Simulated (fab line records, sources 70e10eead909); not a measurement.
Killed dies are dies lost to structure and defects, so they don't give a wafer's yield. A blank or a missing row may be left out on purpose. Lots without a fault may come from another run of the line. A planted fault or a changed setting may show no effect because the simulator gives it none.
Which tool did it? | flow nand_harc | 23 lots, 69 wafers sampled, at 4 steps of a route of 1302

WHAT THE GAUGES READ, wafer by wafer
NHARC_A_CONTACT_CD_MEAS_69: target cd 300 nm.
lot  | measured     | on        | cd_nm (nm)
L074 | day 20 21:58 | cd_sem-01 | 300.9 300.7 300.6
L075 | day 21 06:42 | cd_sem-03 | 299.4 299.5 300.3
L078 | day 22 00:10 | cd_sem-03 | 300.7 300.7 300.6
L076 | day 21 23:40 | cd_sem-02 | 299.4 300.1 300.2
L079 | day 23 06:28 | cd_sem-02 | 299.4 300.0 299.2
L077 | day 23 04:30 | cd_sem-01 | 299.3 299.1 299.0
L080 | day 23 09:41 | cd_sem-01 | 299.7 299.5 299.8
L081 | day 24 09:14 | cd_sem-03 | 299.2 299.6 299.9
L082 | day 24 16:09 | cd_sem-01 | 299.3 299.7 300.0
L083 | day 25 01:59 | cd_sem-03 | 299.7 299.6 299.8
L084 | day 25 05:45 | cd_sem-03 | 299.4 299.3 299.2
L087 | day 26 05:32 | cd_sem-02 | 300.0 300.3 300.1
L086 | day 26 00:20 | cd_sem-01 | 299.0 299.0 299.2
L089 | day 26 14:19 | cd_sem-03 | 299.7 299.7 299.8
L088 | day 26 12:32 | cd_sem-01 | 299.5 299.3 299.1
L090 | day 26 21:40 | cd_sem-03 | 299.5 300.0 300.0
L092 | day 28 04:15 | cd_sem-03 | 299.5 299.4 299.5
L091 | day 28 06:44 | cd_sem-02 | 300.0 299.2 300.3
L093 | day 29 08:22 | cd_sem-01 | 300.6 300.1 300.1
L094 | day 29 08:05 | cd_sem-03 | 299.2 299.3 299.2
L096 | day 29 21:51 | cd_sem-01 | 299.8 299.1 299.5
L095 | day 30 01:06 | cd_sem-01 | 299.9 299.3 299.0
L097 | day 30 09:23 | cd_sem-03 | 298.8 298.6 299.3

WHICH TOOL RAN EACH LOT (tool, then ch and the chambers of the sampled wafers, then the start)
lot  | NHARC_A_SLIT_ETCH_24               | NHARC_A_SLIT_ETCH_29               | NHARC_A_CONTACT_ETCH_118
L074 | rie_diel-10 ch 0,1,3, day 18 19:02 | rie_diel-05 ch 1,2,3, day 19 00:43 | har_cap_etch-03 ch 0,1, day 20 15:00
L075 | rie_diel-03 ch 0,2,3, day 19 00:58 | rie_diel-10 ch 2,3, day 19 08:50   | har_cap_etch-02 ch 0,1, day 20 21:14
L078 | rie_diel-10 ch 0,1,3, day 20 00:00 | rie_diel-03 ch 0,1,3, day 20 05:41 | har_cap_etch-03 ch 0,1, day 21 16:41
L076 | rie_diel-05 ch 1,2,3, day 20 00:59 | rie_diel-03 ch 0,3, day 20 06:57   | har_cap_etch-01 ch 1, day 21 16:37
L079 | rie_diel-05 ch 0,3, day 21 01:52   | rie_diel-05 ch 1,2,3, day 21 07:32 | har_cap_etch-03 ch 0, day 22 18:46
L077 | rie_diel-03 ch 1,2, day 21 02:02   | rie_diel-03 ch 0,2, day 21 07:40   | har_cap_etch-02 ch 0,1, day 22 19:20
L080 | rie_diel-03 ch 0,3, day 21 05:38   | rie_diel-10 ch 2,3, day 21 15:28   | har_cap_etch-01 ch 0,1, day 23 02:50
L081 | rie_diel-10 ch 0,2,3, day 22 07:45 | rie_diel-05 ch 0,3, day 22 14:44   | har_cap_etch-03 ch 0,1, day 24 01:25
L082 | rie_diel-03 ch 1,2,3, day 22 14:52 | rie_diel-03 ch 2,3, day 22 20:37   | har_cap_etch-02 ch 0,1, day 24 07:19
L083 | rie_diel-03 ch 0,2,3, day 22 18:31 | rie_diel-10 ch 1,2,3, day 23 03:04 | har_cap_etch-03 ch 0,1, day 24 15:58
L084 | rie_diel-10 ch 0,1,3, day 23 01:22 | rie_diel-10 ch 0,1,2, day 23 07:02 | har_cap_etch-01 ch 0,1, day 24 20:20
L087 | rie_diel-05 ch 0,1,3, day 24 00:02 | rie_diel-10 ch 0,1,2, day 24 05:44 | har_cap_etch-03 ch 0,1, day 25 19:28
L086 | rie_diel-03 ch 1,2,3, day 24 00:14 | rie_diel-10 ch 1,2, day 24 06:08   | har_cap_etch-01 ch 0,1, day 25 16:33
L089 | rie_diel-03 ch 0,2, day 24 08:43   | rie_diel-10 ch 0,1,3, day 24 14:28 | har_cap_etch-01 ch 0,1, day 26 03:49
L088 | rie_diel-03 ch 2,3, day 24 09:32   | rie_diel-03 ch 0,1,2, day 24 15:11 | har_cap_etch-02 ch 0,1, day 26 02:14
L090 | rie_diel-03 ch 2,3, day 24 20:28   | rie_diel-03 ch 0,3, day 25 02:32   | har_cap_etch-03 ch 0,1, day 26 14:23
L092 | rie_diel-10 ch 0,1,3, day 26 04:36 | rie_diel-03 ch 1,2,3, day 26 10:32 | har_cap_etch-03 ch 0,1, day 27 21:10
L091 | rie_diel-05 ch 0,1,2, day 26 04:57 | rie_diel-10 ch 0,1,2, day 26 10:38 | har_cap_etch-01 ch 0,1, day 27 21:19
L093 | rie_diel-05 ch 0,1,3, day 27 09:46 | rie_diel-03 ch 1,2,3, day 27 15:26 | har_cap_etch-01 ch 0,1, day 29 01:22
L094 | rie_diel-03 ch 0,2,3, day 27 10:16 | rie_diel-10 ch 0,1,2, day 27 15:59 | har_cap_etch-03 ch 0,1, day 29 01:15
L096 | rie_diel-03 ch 0,2,3, day 27 19:43 | rie_diel-05 ch 1,2,3, day 28 01:22 | har_cap_etch-01 ch 0,1, day 29 14:01
L095 | rie_diel-03 ch 1,3, day 27 21:44   | rie_diel-03 ch 2,3, day 28 05:10   | har_cap_etch-02 ch 0,1, day 29 15:31
L097 | rie_diel-10 ch 0,1,2, day 28 03:54 | rie_diel-03 ch 0,1,2, day 28 09:48 | har_cap_etch-03 ch 0,1, day 30 01:59
- NHARC_A_SLIT_ETCH_24: etches the open film in CF4/CHF3, target depth 121 nm, time 60.5 s.
- NHARC_A_SLIT_ETCH_29: etches the open film in CF4/O2, target depth 100 nm, overetch 10 nm, time 55 s.
- NHARC_A_CONTACT_ETCH_118: etches the open film in C4F8/O2/Ar, time 190 s, target depth 1850 nm.

WHAT THE TOOLS THEMSELVES READ (means of the sampled wafers that have a number; where no wafer has one, the mark that the record gives instead)
NHARC_A_SLIT_ETCH_24.
lot  | tool        | drypump_motor_current_A (A) | oes_product_au (a.u.) | rf_vpp_V (V) | showerhead_plenum_p_Torr (Torr) | throttle_valve_pct (%)
L074 | rie_diel-10 | 6.4                         | 0.961                 | 370.5        | 1.59                            | 16.808
L075 | rie_diel-03 | 5.3                         | 0.967                 | 370.8        | 1.59                            | 16.795
L078 | rie_diel-10 | 6.4                         | 0.937                 | 371.1        | 1.59                            | 16.798
L076 | rie_diel-05 | 5.8                         | 0.969                 | 371.8        | 1.62                            | 16.802
L079 | rie_diel-05 | 6.0                         | 0.956                 | 370.6        | 1.55                            | 16.791
L077 | rie_diel-03 | 5.2                         | 0.968                 | 372.9        | 1.64                            | 16.806
L080 | rie_diel-03 | 5.4                         | 0.954                 | 371.5        | 1.60                            | 16.804
L081 | rie_diel-10 | 6.0                         | 0.969                 | 369.2        | 1.54                            | 16.801
L082 | rie_diel-03 | 5.3                         | 0.910                 | 370.8        | 1.60                            | 16.794
L083 | rie_diel-03 | 5.3                         | 0.935                 | 370.2        | 1.59                            | 16.805
L084 | rie_diel-10 | 6.4                         | 0.956                 | 371.2        | 1.59                            | 16.802
L087 | rie_diel-05 | 5.9                         | 0.918                 | 371.7        | 1.58                            | 16.800
L086 | rie_diel-03 | 5.3                         | 0.937                 | 372.1        | 1.60                            | 16.813
L089 | rie_diel-03 | 5.2                         | 0.963                 | 371.1        | 1.60                            | 16.804
L088 | rie_diel-03 | 5.3                         | 0.946                 | 370.0        | 1.58                            | 16.805
L090 | rie_diel-03 | 5.3                         | 0.947                 | 371.1        | 1.58                            | 16.799
L092 | rie_diel-10 | 6.4                         | 0.954                 | 370.6        | 1.59                            | 16.802
L091 | rie_diel-05 | 5.9                         | 0.972                 | 372.0        | 1.59                            | 16.800
L093 | rie_diel-05 | 5.9                         | 0.963                 | 370.7        | 1.58                            | 16.810
L094 | rie_diel-03 | 5.3                         | 0.954                 | 370.9        | 1.59                            | 16.803
L096 | rie_diel-03 | 5.3                         | 0.965                 | 371.7        | 1.59                            | 16.805
L095 | rie_diel-03 | 5.3                         | 0.927                 | 372.0        | 1.62                            | 16.801
L097 | rie_diel-10 | 6.1                         | 0.966                 | 369.8        | 1.56                            | 16.804

NHARC_A_SLIT_ETCH_29.
lot  | tool        | drypump_motor_current_A (A) | oes_product_au (a.u.) | rf_vpp_V (V) | showerhead_plenum_p_Torr (Torr) | throttle_valve_pct (%)
L074 | rie_diel-05 | 5.8                         | 1.008                 | 198.5        | 1.38                            | 13.400
L075 | rie_diel-10 | 5.6                         | 1.013                 | 196.7        | 1.29                            | 13.397
L078 | rie_diel-03 | 5.3                         | 0.989                 | 199.2        | 1.38                            | 13.397
L076 | rie_diel-03 | 5.4                         | 0.992                 | 198.4        | 1.34                            | 13.396
L079 | rie_diel-05 | 5.8                         | 1.003                 | 198.2        | 1.37                            | 13.404
L077 | rie_diel-03 | 5.2                         | 0.988                 | 199.0        | 1.36                            | 13.401
L080 | rie_diel-10 | 5.9                         | 0.995                 | 197.9        | 1.32                            | 13.404
L081 | rie_diel-05 | 6.0                         | 0.981                 | 197.6        | 1.31                            | 13.395
L082 | rie_diel-03 | 5.3                         | 0.990                 | 197.9        | 1.34                            | 13.393
L083 | rie_diel-10 | 6.0                         | 1.012                 | 197.8        | 1.33                            | 13.398
L084 | rie_diel-10 | 6.1                         | 1.010                 | 197.3        | 1.32                            | 13.402
L087 | rie_diel-10 | 6.1                         | 1.003                 | 197.1        | 1.32                            | 13.392
L086 | rie_diel-10 | 5.7                         | 1.010                 | 197.1        | 1.31                            | 13.392
L089 | rie_diel-10 | 6.4                         | 0.988                 | 198.2        | 1.35                            | 13.393
L088 | rie_diel-03 | 5.2                         | 0.987                 | 198.5        | 1.38                            | 13.403
L090 | rie_diel-03 | 5.4                         | 0.994                 | 198.5        | 1.36                            | 13.391
L092 | rie_diel-03 | 5.3                         | 0.992                 | 198.3        | 1.36                            | 13.393
L091 | rie_diel-10 | 6.1                         | 1.002                 | 196.7        | 1.32                            | 13.398
L093 | rie_diel-03 | 5.3                         | 0.999                 | 198.9        | 1.36                            | 13.400
L094 | rie_diel-10 | 6.1                         | 1.003                 | 198.0        | 1.32                            | 13.397
L096 | rie_diel-05 | 5.8                         | 1.003                 | 199.1        | 1.37                            | 13.389
L095 | rie_diel-03 | 5.3                         | 0.986                 | 198.2        | 1.34                            | 13.409
L097 | rie_diel-03 | 5.2                         | 1.000                 | 198.6        | 1.38                            | 13.395

THE ANSWER, worked out from the rows above alone
Rule: what is usual is taken from the lots themselves. Put in order of their means at a reading, lots are off if they are a third of the lots or fewer, leave a main group of 4 or more, and stand apart from it by a gap of 3 or more times the standard deviation of the main group's means; of several such gaps the widest counts. A main group whose means are all the same, to the digits that the tables above print for the reading, isn't used. A lot without any number at a reading at which 4 lots or more have one is off too. The other lots that the step has rows for count as sound. The gauges are gone through in route order, then the tools' own readings, and for those a lot's mean is taken as printed above. The first step at which some lot is off is used, and at that step the reading that is off furthest; a lot without a number counts as furthest.
No lot is off at any reading shown: from this, nothing can be told.

WHAT THE SIMULATOR HAD PUT IN
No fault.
